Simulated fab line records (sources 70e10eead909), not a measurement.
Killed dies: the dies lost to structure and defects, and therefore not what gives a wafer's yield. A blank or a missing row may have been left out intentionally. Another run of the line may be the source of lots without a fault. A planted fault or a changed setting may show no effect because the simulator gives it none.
Struck lot and sound lot, side by side / flow nand_harc / 15 steps out of a route of 1159
Sound: wafers L458.1, L458.4, L458.5. Struck: wafers L472.3, L472.5. (L472.4 of the same lot was not struck and is left out.) The cause comes at the end.
Each step with rows lists, per side, the tool, then ch with its chambers, then its first start. Under that, the readings that differ: sound wafers / struck wafers / difference of the means / sigmas: that difference in standard deviations of wafers without a fault.
alike: words and numbers the same on both sides, and readings whose means are apart by under 2 such deviations; not compared: readings that were withheld, readings missing a value for some wafer, numbers with overlapping values and no deviation given by the record, and bounds like >300 which may hide the same value.
Wherever a step has rows on one side only, a row that says differs or no value, or a row with sigmas, the two part there. Numbers that have no deviation but don't overlap get no sigmas and don't part them. Lack of a reading on every wafer of one side parts them only where that side has two or more wafers.

first, 1 step without rows for these wafers: NHARC_A_ONON_D1_DEP_06 (target thk 1000 nm).
NHARC_A_ONON_D1_THK_MEAS_08: measures by ellipsometry.
  sound on film_metro-01, day 8 01:19; struck on film_metro-01, day 11 21:53
  alike: thk_nm
then NHARC_A_ONON_D1_DEP_09 (target thk 1000 nm), 1 step lacking rows for these wafers.
NHARC_A_ONON_D1_THK_MEAS_11: measures by ellipsometry.
  sound on film_metro-02, day 8 01:54; struck on film_metro-02, day 11 22:46
  alike: thk_nm
then NHARC_A_ONON_D1_DEP_12 (target thk 1000 nm), 1 step lacking rows for these wafers.
NHARC_A_ONON_D1_THK_MEAS_14: measures by ellipsometry.
  sound on film_metro-01, day 8 02:28; struck on film_metro-01, day 11 23:22
  alike: thk_nm
then, 2 steps without rows for these wafers: NHARC_A_ONON_D1_ANNEAL_15 (time 3600 s); NHARC_A_ONON_D1_DEP_16 (target thk 1000 nm).
NHARC_A_ONON_D1_THK_MEAS_18: measures by ellipsometry.
  sound on film_metro-01, day 8 10:08; struck on film_metro-02, day 12 08:28
  alike: thk_nm
then NHARC_A_ONON_D1_DEP_19 (target thk 1000 nm), 1 step lacking rows for these wafers.
NHARC_A_ONON_D1_THK_MEAS_21: measures by ellipsometry.
  sound on film_metro-02, day 8 10:43; struck on film_metro-01, day 12 09:09
  alike: thk_nm
NHARC_A_ONON_D1_DEP_22: target thk 1000 nm.
  sound on pecvd_onon-03 ch 0, day 8 10:46; struck on pecvd_onon-03 ch 0, day 12 09:19
NHARC_A_ONON_D1_THK_MEAS_24: measures by ellipsometry.
  sound on film_metro-01, day 8 11:17; struck on film_metro-01, day 12 09:43
reading=thk_nm (nm); sound=998 997 998; struck=1288 1288; difference=+290; sigmas=+38
then NHARC_A_ONON_D1_DEP_25 (target thk 1000 nm), 1 step lacking rows for these wafers.
-- the record jumps here: 12 days lie between the struck wafers' starts before and after (it left off in module A_ONON_D1 and takes up again in module END, whose first step shown is number 1159 of the route) --
NHARC_END_SORT_01:
  at this point the record logs the struck wafers (prober-02 ch 0, day 23 22:51) and has no rows for the sound ones

## WHERE THEY PART
At NHARC_A_ONON_D1_THK_MEAS_24 first; at NHARC_END_SORT_01 last (within this record only).

WHY: what the simulator had put in
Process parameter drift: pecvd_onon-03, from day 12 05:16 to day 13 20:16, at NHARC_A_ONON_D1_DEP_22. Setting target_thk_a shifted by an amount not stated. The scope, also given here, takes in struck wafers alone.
